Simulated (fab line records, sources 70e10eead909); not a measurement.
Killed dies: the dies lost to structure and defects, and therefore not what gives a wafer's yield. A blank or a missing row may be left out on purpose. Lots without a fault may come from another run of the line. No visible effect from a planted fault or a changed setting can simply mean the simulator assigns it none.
fab line records | flow nandHarc
record: lots: 7 | wafers: 21 | lastDay: 32
route steps=1302 shown A_ZERO_WELL@403 A_SOURCE_PLATE@413 END@1302
lots that met no fault: taken from a fault-free run of the same line
startH: the number of hours between the record's first day and the start of the first shown wafer of the lot | waitH: hours since the lot's step before | " same as the row above | L1.1+2: a row that stands for several wafers | - value missing, or start not given | * or withheld: withheld | < > ~ a bound
route shown NAME@n: names a module that has steps shown in the file, with the first one's number in the route | usual: mean/standard deviation of fault-free wafers | same: alike in all rows | chamber/n: place in a boat | sites: per-site readings | _std_site: how widely they spread, as a standard deviation | _edge_site: mean of outer sites minus mean of inner sites | radiusMm: for every site, how far away it sits from the centre of the wafer | mask NAME#n: copy n | behind: the most recent tool/chamber to have shaped the wafer | hold: why the lot went on hold/how many hours it stayed there/how the hold came to an end | device: which transistor (n, p or np) failed to switch | end of line: tests of these same wafers at the route's end | for a step that has no rows: nothing shown but its recipe | killed: count of dies lost to structure and defects at first sort (not the wafer's yield) | map: dies across one wafer; x = killed, . = not, _ = none there
set.NAME: the setting as run; set.NAME@STEP: as run at that earlier step | model.NAME: the simulator's own value behind a step, which no gauge read
lots at some steps of the route; a table a step, a row a wafer
services: a tool's chamber out of use, with start hour (startH, from the record's first day; less than 0 if before it), hours out, and reason
== steps ==
step: NHARC_A_ZERO_WELL_DESCUM_12
recipe: timeS: 3 | o2FlowSccm: 200 | arFlowSccm: 0 | biasPowerW: 0 | chemistry: O2
usual: drypumpMotorCurrentA: 5.7/0.35 | oesProductAu: 1.002/0.0065 | rfVppV: 57.9/0.97 | showerheadPlenumPTorr: 1.94/0.095 | throttleValvePct: 11.312/0.0094
lot.wafer | tool       | chamber | startH | waitH | drypumpMotorCurrentA | oesProductAu | rfHoursCounterH | rfVppV | showerheadPlenumPTorr | throttleValvePct
L747.4    | rieDiel-11 | 2       | 143.29 | -     | 5.4                  | 0.997        | 2               | 58.7   | 2.03                  | 11.312
L747.5    | "          | 0       | "      | "     | 5.7                  | 1.012        | -               | 57.2   | 1.87                  | 11.305
L747.6    | "          | 1       | "      | "     | 6.2                  | 1.009        | -               | 60.2   | 1.95                  | 11.326
L748.3    | rieDiel-05 | 0       | 161.04 | -     | 6.0                  | 0.999        | 13              | 58.6   | 1.91                  | 11.306
L748.5    | "          | 1       | "      | "     | 5.0                  | 1.001        | -               | 58.8   | 2.05                  | 11.311
L748.6    | "          | 2       | "      | "     | 5.9                  | 0.993        | -               | 58.0   | 1.83                  | 11.296
L751.3    | rieDiel-04 | 2       | 175.38 | -     | 6.3                  | 0.998        | 56              | 57.4   | 1.99                  | 11.317
L751.2    | "          | 3       | "      | "     | 5.5                  | 1.004        | 55              | 57.1   | 1.78                  | 11.307
L751.6    | "          | 1       | "      | "     | 6.3                  | 0.994        | -               | 57.3   | 1.87                  | 11.308
L758.1    | rieDiel-11 | 1       | 248.97 | -     | 6.2                  | 1.002        | 6               | 58.1   | 1.95                  | 11.306
L758.5    | "          | 3       | "      | "     | 5.7                  | 1.005        | -               | 58.4   | 2.06                  | 11.316
L758.6    | "          | 0       | "      | "     | 5.7                  | 1.012        | -               | 59.3   | 1.87                  | 11.314
L763.1    | rieDiel-04 | 0       | 306.15 | -     | 6.2                  | 0.986        | 40              | 57.4   | 1.83                  | 11.313
L763.5    | "          | 0       | "      | "     | 6.2                  | 1.000        | -               | 58.2   | 1.83                  | 11.294
L763.4    | "          | 3       | "      | "     | 5.4                  | 1.004        | -               | 57.8   | 1.76                  | 11.300
L765.3    | rieDiel-11 | 1       | 317.65 | -     | 6.2                  | 1.010        | 1               | 58.5   | 1.95                  | 11.313
L765.4    | "          | 3       | "      | "     | 5.7                  | 1.004        | 1               | 60.2   | 2.06                  | 11.290
L765.2    | "          | 0       | "      | "     | 5.7                  | 1.004        | 1               | 57.2   | 1.87                  | 11.314
L766.2    | rieDiel-11 | 0       | 335.22 | -     | 5.7                  | 1.004        | 1               | 57.8   | 1.87                  | 11.293
L766.4    | "          | 3       | "      | "     | 5.7                  | 0.988        | 1               | 58.1   | 2.06                  | 11.314
L766.6    | "          | 1       | "      | "     | 6.2                  | 1.009        | -               | 59.0   | 1.95                  | 11.319
step: NHARC_A_ZERO_WELL_ETCH_19
recipe: targetDepthA: 800 | overetchA: 240 | timeS: 87.88 | ionEnergyEv: 200 | n2FlowSccm: 150 | h2FlowSccm: 150 | arFlowSccm: 0 | rfW: 400 | biasW: 150 | chemistry: N2/H2
usual: drypumpMotorCurrentA: 5.7/0.37 | oesProductAu: 1.001/0.0073 | rfVppV: 431.5/3 | showerheadPlenumPTorr: 2.07/0.1 | throttleValvePct: 14.171/0.0094
lot.wafer | tool       | chamber | startH | waitH | drypumpMotorCurrentA | oesProductAu | rfHoursCounterH | rfVppV | showerheadPlenumPTorr | throttleValvePct
L747.4    | rieDiel-11 | 3       | 143.37 | 0.1   | 5.7                  | 0.995        | 2               | 436.3  | 2.20                  | 14.175
L747.5    | "          | 1       | "      | "     | 6.2                  | 0.999        | -               | 430.0  | 2.08                  | 14.158
L747.6    | "          | 2       | "      | "     | 5.4                  | 0.997        | -               | 434.4  | 2.17                  | 14.174
L748.3    | rieDiel-05 | 3       | 161.11 | 0.1   | 5.2                  | 0.984        | 16              | 426.1  | 1.89                  | 14.160
L748.6    | "          | 2       | "      | "     | 5.8                  | 0.979        | -               | 426.8  | 1.95                  | 14.172
L748.5    | "          | 3       | "      | "     | 5.2                  | 0.987        | -               | 425.3  | 1.89                  | 14.172
L751.3    | rieDiel-04 | 1       | 175.45 | 0.1   | 6.3                  | 1.000        | 60              | 429.1  | 1.99                  | 14.175
L751.2    | "          | 2       | "      | "     | 6.3                  | 1.008        | 56              | 433.8  | 2.12                  | 14.170
L751.6    | "          | 2       | "      | "     | 6.3                  | 1.000        | -               | 432.7  | 2.12                  | 14.175
L758.1    | rieDiel-11 | 3       | 249.06 | 0.1   | 5.7                  | 1.015        | 5               | 433.8  | 2.20                  | 14.168
L758.6    | "          | 0       | "      | "     | 5.7                  | 1.005        | -               | 430.6  | 2.00                  | 14.163
L758.5    | "          | 1       | "      | "     | 6.2                  | 1.006        | -               | 432.4  | 2.08                  | 14.155
L763.1    | rieDiel-04 | 0       | 306.26 | 0.1   | 6.2                  | 1.002        | 40              | 427.9  | 1.95                  | 14.164
L763.4    | "          | 1       | "      | "     | 6.3                  | 0.988        | -               | 428.1  | 1.98                  | 14.162
L763.5    | "          | 3       | "      | "     | 5.5                  | 1.008        | -               | 426.2  | 1.88                  | 14.166
L765.4    | rieDiel-11 | 0       | 317.73 | 0.1   | 5.7                  | 0.994        | 1               | 429.1  | 2.00                  | 14.180
L765.3    | "          | 1       | "      | "     | 6.2                  | 0.996        | 1               | 431.8  | 2.08                  | 14.177
L765.2    | "          | 2       | "      | "     | 5.4                  | 1.008        | 1               | 433.8  | 2.17                  | 14.163
L766.2    | rieDiel-11 | 1       | 335.31 | 0.1   | 6.2                  | 0.994        | 2               | 432.5  | 2.08                  | 14.162
L766.4    | "          | 2       | "      | "     | 5.4                  | 1.005        | 2               | 434.3  | 2.17                  | 14.167
L766.6    | "          | 1       | "      | "     | 6.2                  | 0.994        | -               | 433.3  | 2.08                  | 14.166
step: NHARC_A_ZERO_WELL_ETCH_13
recipe: targetDepthA: 1200 | timeS: 40.1 | hbrFlowSccm: 150 | cl2FlowSccm: 50 | rfW: 400 | icpW: 400 | biasW: 100 | chemistry: HBr/Cl2
usual: drypumpMotorCurrentA: 5.65/0.27 | hbrFlowSccm: 149.9/0.42 | oesProductAu: 1.001/0.0074 | throttleValvePct: 26.405/0.0093
lot.wafer | tool     | chamber | startH | waitH | drypumpMotorCurrentA | hbrFlowSccm | oesProductAu | rfHoursCounterH | throttleValvePct
L747.4    | rieSi-05 | 1       | 143.51 | -     | 5.49                 | 150.7       | 0.998        | 0.0             | 26.411
L747.5    | "        | 2       | "      | "     | 5.59                 | 149.8       | 1.002        | -               | 26.413
L747.6    | "        | 3       | "      | "     | 5.48                 | 149.7       | 0.990        | -               | 26.396
L748.3    | rieSi-05 | 1       | 161.22 | -     | 5.51                 | 149.4       | 1.009        | 0.1             | 26.407
L748.6    | "        | 1       | "      | "     | 5.51                 | 150.5       | 1.007        | -               | 26.405
L748.5    | "        | 2       | "      | "     | 5.56                 | 148.9       | 0.985        | -               | 26.379
L751.3    | rieSi-05 | 2       | 175.57 | -     | 5.60                 | 150.2       | 0.997        | 0.3             | 26.392
L751.2    | "        | 3       | "      | "     | 5.47                 | 149.8       | 0.994        | 0.2             | 26.413
L751.6    | "        | 3       | "      | "     | 5.46                 | 150.7       | 0.994        | -               | 26.406
L758.1    | rieSi-05 | 2       | 249.18 | -     | 5.59                 | 150.0       | 1.009        | 0.7             | 26.406
L758.6    | "        | 0       | "      | "     | 5.91                 | 149.8       | 1.002        | -               | 26.401
L758.5    | "        | 1       | "      | "     | 5.47                 | 149.9       | 1.012        | -               | 26.398
L763.1    | rieSi-03 | 0       | 306.39 | -     | 5.24                 | 149.8       | 0.999        | 0.4             | 26.396
L763.4    | "        | 3       | "      | "     | 5.76                 | 149.8       | 0.990        | 0.4             | 26.407
L763.5    | "        | 0       | "      | "     | 5.23                 | 150.4       | 0.994        | -               | 26.392
L765.3    | rieSi-06 | 1       | 317.85 | -     | 5.38                 | 150.3       | 1.002        | 0.5             | 26.413
L765.2    | "        | 2       | "      | "     | 5.27                 | 149.3       | 1.013        | 0.5             | 26.391
L765.4    | "        | 3       | "      | "     | 5.90                 | 150.2       | 0.996        | 0.5             | 26.413
L766.4    | rieSi-06 | 0       | 335.44 | -     | 5.84                 | 149.6       | 1.006        | 0.6             | 26.398
L766.2    | "        | 1       | "      | "     | 5.40                 | 149.9       | 0.995        | 0.6             | 26.399
L766.6    | "        | 2       | "      | "     | 5.26                 | 149.7       | 1.008        | -               | 26.409
step: NHARC_A_ZERO_WELL_STRIP_14
recipe: timeS: 900 | tempC: 130 | chemistry: SPM
step: NHARC_A_ZERO_WELL_IMPLANT_15
recipe: energyKev: 150 | doseCm2: 1e+13 | tiltDeg: 7
step: NHARC_A_ZERO_WELL_PRECLEAN_22
recipe: timeS: 60 | tempC: 50 | bathAgeMin: 0 | chemistry: SC1
step: NHARC_A_ZERO_WELL_SRD_23
step: NHARC_A_ZERO_WELL_RTA_16
recipe: tempC: 1000 | timeS: 10
usual: lampPowerPct: 30.1/1.4 | wafer_temp_C_max: 1003.9/1.1
lot.wafer | tool         | chamber | startH | waitH | lampPowerPct | wafer_temp_C_max
L747.4    | rtpAnneal-01 | 0       | 144.49 | -     | 31.9         | 1004.2
L747.5    | "            | 0       | "      | "     | 32.0         | 1004.5
L747.6    | "            | 0       | "      | "     | 31.9         | 1004.0
L748.3    | rtpAnneal-01 | 0       | 162.18 | -     | 32.0         | 1004.5
L748.5    | "            | 0       | "      | "     | 32.0         | 1003.6
L748.6    | "            | 0       | "      | "     | 31.9         | 1004.6
L751.2    | rtpAnneal-02 | 0       | 176.50 | -     | 29.0         | 1003.4
L751.3    | "            | 0       | "      | "     | 29.1         | 1004.3
L751.6    | "            | 0       | "      | "     | 29.0         | 1003.5
L758.1    | rtpAnneal-02 | 0       | 250.09 | -     | 29.0         | 1003.8
L758.5    | "            | 0       | "      | "     | 29.0         | 1005.7
L758.6    | "            | 0       | "      | "     | 29.0         | 1003.7
L763.1    | rtpAnneal-01 | 0       | 307.29 | -     | 32.0         | 1006.2
L763.4    | "            | 0       | "      | "     | 32.0         | 1004.9
L763.5    | "            | 0       | "      | "     | 32.0         | 1006.3
L765.2    | rtpAnneal-01 | 0       | 318.78 | -     | 31.9         | 1004.2
L765.3    | "            | 0       | "      | "     | 31.9         | 1005.4
L765.4    | "            | 0       | "      | "     | 31.9         | 1003.6
L766.2    | rtpAnneal-02 | 0       | 336.70 | -     | 29.1         | 1004.0
L766.4    | "            | 0       | "      | "     | 29.1         | 1003.4
L766.6    | "            | 0       | "      | "     | 29.1         | 1003.3
step: NHARC_A_ZERO_WELL_INSPECT_17
usual: rawDefectCount: 10/5.9
lot.wafer | tool             | chamber | startH | waitH | rawDefectCount
L747.4    | defectInspect-02 | -       | 144.60 | 0.1   | 2
L747.5    | "                | -       | "      | "     | 31
L747.6    | "                | -       | "      | "     | 11
L748.3    | defectInspect-01 | -       | 162.32 | 0.1   | 17
L748.5    | "                | -       | "      | "     | 11
L748.6    | "                | -       | "      | "     | 19
L751.2    | defectInspect-01 | -       | 176.67 | 0.1   | 10
L751.3    | "                | -       | "      | "     | 11
L751.6    | "                | -       | "      | "     | 8
L758.1    | defectInspect-02 | -       | 250.28 | 0.2   | 7
L758.5    | "                | -       | "      | "     | 7
L758.6    | "                | -       | "      | "     | 6
L763.1    | defectInspect-02 | -       | 307.49 | 0.2   | 22
L763.4    | "                | -       | "      | "     | 21
L763.5    | "                | -       | "      | "     | 10
L765.2    | defectInspect-01 | -       | 318.95 | 0.1   | 15
L765.3    | "                | -       | "      | "     | 13
L765.4    | "                | -       | "      | "     | 12
L766.2    | defectInspect-01 | -       | 336.88 | 0.1   | 13
L766.4    | "                | -       | "      | "     | 20
L766.6    | "                | -       | "      | "     | 18
step: NHARC_A_SOURCE_PLATE_PRECLEAN_00
recipe: timeS: 60 | chemistry: HF-LAST
step: NHARC_A_SOURCE_PLATE_SRD_01
step: NHARC_A_SOURCE_PLATE_OXIDE_02
recipe: targetThkA: 100 | tempC: 900 | oxTimeS: 1362 | material: SiO2
usual: oxTimeS: 1362/0 | zonePowerBottomPct: 26.5/1.6 | zonePowerTopPct: 33.3/2.2
lot.wafer | tool       | chamber | startH | waitH | oxTimeS | zonePowerBottomPct | zonePowerTopPct
L747.4    | furnace-05 | 0       | 147.85 | -     | 1362    | 25.3               | 35.6
L747.5    | "          | 0       | "      | "     | 1362    | 25.4               | 36.5
L747.6    | "          | 0       | "      | "     | 1362    | 25.7               | 36.7
L748.3    | furnace-06 | 0       | 165.08 | -     | 1362    | 28.1               | 31.9
L748.5    | "          | 0       | "      | "     | 1362    | 28.0               | 31.3
L748.6    | "          | 0       | "      | "     | 1362    | 28.0               | 31.2
L751.2    | furnace-05 | 0       | 183.09 | -     | 1362    | 25.9               | 35.7
L751.3    | "          | 0       | "      | "     | 1362    | 25.5               | 35.6
L751.6    | "          | 0       | "      | "     | 1362    | 25.5               | 35.4
L758.1    | furnace-06 | -       | 253.04 | -     | -       | -                  | -
L758.5    | "          | -       | "      | "     | -       | -                  | -
L758.6    | "          | -       | "      | "     | -       | -                  | -
L758.1    | furnace-01 | 0       | 256.96 | 0.3   | 1362    | 26.1               | 32.0
L758.5    | "          | 0       | "      | "     | 1362    | 26.1               | 32.0
L758.6    | "          | 0       | "      | "     | 1362    | 25.9               | 31.9
L763.1    | furnace-05 | 0       | 310.73 | -     | 1362    | 25.3               | 36.0
L763.4    | "          | 0       | "      | "     | 1362    | 25.8               | 35.5
L763.5    | "          | 0       | "      | "     | 1362    | 25.5               | 35.8
L763.1    | furnace-01 | 0       | 314.90 | 0.5   | 1362    | 23.8               | 32.3
L763.4    | "          | 0       | "      | "     | 1362    | 23.6               | 33.1
L763.5    | "          | 0       | "      | "     | 1362    | 23.5               | 32.6
L765.2    | furnace-05 | 0       | 322.21 | -     | 1362    | 25.6               | 36.1
L765.3    | "          | 0       | "      | "     | 1362    | 25.4               | 35.6
L765.4    | "          | 0       | "      | "     | 1362    | 25.4               | 35.7
L766.2    | furnace-06 | 0       | 339.63 | -     | 1362    | 28.3               | 31.0
L766.4    | "          | 0       | "      | "     | 1362    | 28.7               | 31.4
L766.6    | "          | 0       | "      | "     | 1362    | 28.1               | 31.6
L766.2    | furnace-01 | 0       | 345.30 | 1.9   | 1362    | 23.6               | 33.1
L766.4    | "          | 0       | "      | "     | 1362    | 23.9               | 32.5
L766.6    | "          | 0       | "      | "     | 1362    | 24.0               | 32.8
step: NHARC_A_SOURCE_PLATE_THK_MEAS_09
recipe: thkMeasGauge: ellipsometry
usual: thkNm: 9.6/0.95
lot.wafer | tool         | chamber | startH | waitH | thkNm
L747.4    | filmMetro-02 | -       | 151.88 | 0.4   | 9.4
L747.5    | "            | -       | "      | "     | 9.1
L747.6    | "            | -       | "      | "     | 8.3
L748.3    | filmMetro-01 | -       | 169.11 | 0.4   | 8.7
L748.5    | "            | -       | "      | "     | 10.3
L748.6    | "            | -       | "      | "     | 9.1
L751.2    | filmMetro-01 | -       | 187.12 | 0.4   | 10.5
L751.3    | "            | -       | "      | "     | 10.8
L751.6    | "            | -       | "      | "     | 8.2
L758.1    | filmMetro-02 | -       | 261.31 | 0.7   | 15.8
L758.5    | "            | -       | "      | "     | 15.6
L758.6    | "            | -       | "      | "     | 15.3
L763.1    | filmMetro-01 | -       | 319.31 | 0.7   | 15.4
L763.4    | "            | -       | "      | "     | 16.1
L763.5    | "            | -       | "      | "     | 15.0
L765.2    | filmMetro-01 | -       | 326.27 | 0.4   | 10.7
L765.3    | "            | -       | "      | "     | 10.5
L765.4    | "            | -       | "      | "     | 10.9
L766.2    | filmMetro-02 | -       | 349.71 | 0.7   | 15.5
L766.4    | "            | -       | "      | "     | 15.7
L766.6    | "            | -       | "      | "     | 13.7
step: NHARC_A_SOURCE_PLATE_PVD_04
recipe: targetThkA: 500 | material: WSi2
step: NHARC_END_SORT_01
recipe: tempC: 25
usual: killedAtArray: 52/17 | killedAtOther: 0.8/1.1 | killedAtPeriphery: 3.2/2.2 | killedDies: 57/17 | killedOpen: 3.4/1.8 | killedShort: 2.4/1.6
same: grossDies: 677
lot.wafer | tool      | chamber | startH | waitH | killedAtArray | killedAtOther | killedAtPeriphery | killedDies | killedOpen | killedShort
L758.1    | prober-02 | 0       | 665.12 | 2.5   | 56            | 5             | 6                 | 67         | 1          | 3
L758.5    | prober-02 | 0       | 668.30 | 3.7   | 46            | 0             | 6                 | 52         | 1          | 3
L758.6    | prober-02 | 0       | 669.10 | 4.0   | 70            | 0             | 4                 | 74         | 9          | 2
L763.1    | prober-02 | 0       | 710.13 | 2.5   | 47            | 0             | 9                 | 56         | 6          | 3
L763.4    | prober-02 | 0       | 712.53 | 3.4   | 43            | 0             | 4                 | 47         | 3          | 3
L763.5    | prober-02 | 0       | 713.33 | 3.7   | 51            | 1             | 2                 | 54         | 5          | 5
killed by level:class
L758.1 A_CHANNEL_HOLE_D1:chamberFilmFlake=22 A_CHANNEL_HOLE_D2:chamberFilmFlake=18 P_CONTACT:chamberFilmFlake=5 THIN_TSV:chamberFilmFlake=5 A_SLIT:chamberFilmFlake=4 A_CONTACT:chamberFilmFlake=3 A_ONON_D1:geometricParticle:short=1 A_SGD_CUT:geometricParticle:short=1
L758.5 A_CHANNEL_HOLE_D1:chamberFilmFlake=23 A_CHANNEL_HOLE_D2:chamberFilmFlake=12 P_CONTACT:chamberFilmFlake=6 A_CONTACT:chamberFilmFlake=4 A_DECK1_JOINT:geometricParticle:short=2 A_CHANNEL_HOLE_D1:geometricParticle:short=1 A_CHANNEL_FILL_D1:geometricParticle:open=1 A_DECK1_JOINT:chamberFilmFlake=1
L758.6 A_CHANNEL_HOLE_D1:chamberFilmFlake=28 A_CHANNEL_HOLE_D2:chamberFilmFlake=16 A_CONTACT:chamberFilmFlake=9 A_SLIT:chamberFilmFlake=4 A_DECK1_JOINT:geometricParticle:open=2 A_STAIRCASE:chamberFilmFlake=2 P_ZERO_WELL:chamberFilmFlake=1 P_CONTACT:geometricParticle:open=1
L763.1 A_CHANNEL_HOLE_D1:chamberFilmFlake=26 A_CONTACT:chamberFilmFlake=5 P_CONTACT:chamberFilmFlake=4 A_STAIRCASE:chamberFilmFlake=3 A_SLIT:chamberFilmFlake=3 A_ONON_D2:geometricParticle:short=2 A_BLC:chamberFilmFlake=2 P_GATE:geometricParticle:short=1
L763.4 A_CHANNEL_HOLE_D1:chamberFilmFlake=21 A_CONTACT:chamberFilmFlake=8 P_STI:chamberFilmFlake=3 A_WL_FILL:chamberFilmFlake=3 A_CHANNEL_FILL_D1:chamberFilmFlake=2 A_ONON_D2:geometricParticle:open=1 A_CHANNEL_HOLE_D2:geometricParticle:short=1 A_SGD_CUT:geometricParticle:short=1
L763.5 A_CHANNEL_HOLE_D1:chamberFilmFlake=32 A_CONTACT:chamberFilmFlake=3 A_SGD_CUT:geometricParticle:short=2 A_STAIRCASE:chamberFilmFlake=2 A_SLIT:chamberFilmFlake=2 A_WL_FILL:chamberFilmFlake=2 P_CONTACT:geometricParticle:open=1 A_DECK1_JOINT:geometricParticle:open=1
== services ==
tool       | chamber | startH | hours | kind
furnace-05 | -       | 119.50 | 26.0  | pm
rieSi-05   | -       | 128.00 | 9.0   | pm
rieDiel-11 | 0       | 136.50 | -     | clean
rieDiel-11 | 1       | 136.50 | -     | clean
rieDiel-11 | -       | 149.04 | 0.3   | repair
rieSi-03   | 1       | 160.42 | 2.3   | repair
furnace-05 | -       | 171.95 | 3.7   | repair
rieDiel-04 | -       | 178.24 | 9.0   | pm
rieDiel-05 | 1       | 178.51 | 9.6   | repair
furnace-01 | -       | 206.00 | 26.0  | pm
rieSi-06   | -       | 210.33 | 0.4   | repair
rieSi-03   | -       | 221.00 | 9.0   | pm
rieDiel-11 | 3       | 222.81 | 7.6   | repair
rieSi-05   | 3       | 227.30 | 2.2   | repair
rieDiel-11 | 0       | 228.35 | 14.2  | repair
rieDiel-05 | -       | 229.60 | 9.0   | pm
rieSi-06   | 0       | 242.85 | 13.4  | repair
rieSi-06   | -       | 249.00 | 9.0   | pm
rieDiel-11 | -       | 255.50 | 9.0   | pm
rieDiel-11 | 1       | 291.24 | 4.1   | repair
rieDiel-04 | 2       | 304.43 | 5.0   | repair
rieSi-05   | -       | 305.00 | 9.0   | pm
rieSi-06   | 1       | 339.00 | 6.0   | repair
rieSi-05   | 1       | 342.16 | 5.7   | repair
== key ==
firstSign: step: NHARC_A_SOURCE_PLATE_OXIDE_02 | reading: visit | direction: added
effect: step: NHARC_A_SOURCE_PLATE_THK_MEAS_09 | reading: thkNm | direction: up | sigmas: 6 | usual: 9.6 | struck: 15.4
metAt NHARC_A_SOURCE_PLATE_OXIDE_02
struckWafers L758.1,L758.5,L758.6,L763.1,L763.4,L763.5,L766.2,L766.4,L766.6
testerLeftOut L758,L763,L766
fault: kind: repeatedStepWhole | tool: furnace-01,furnace-05,furnace-06 | chamber: - | onsetH: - | steps: NHARC_A_SOURCE_PLATE_OXIDE_02 | times: 1 | scope: struckLotsOnly
testerLeftOut: of these lots the tester's yield and bins aren't shown, on N5 and GAA mostly nor the transistor test; their killed dies are dies lost to structure and defects alone, not to doping, threshold or leakage, so they don't give the yield
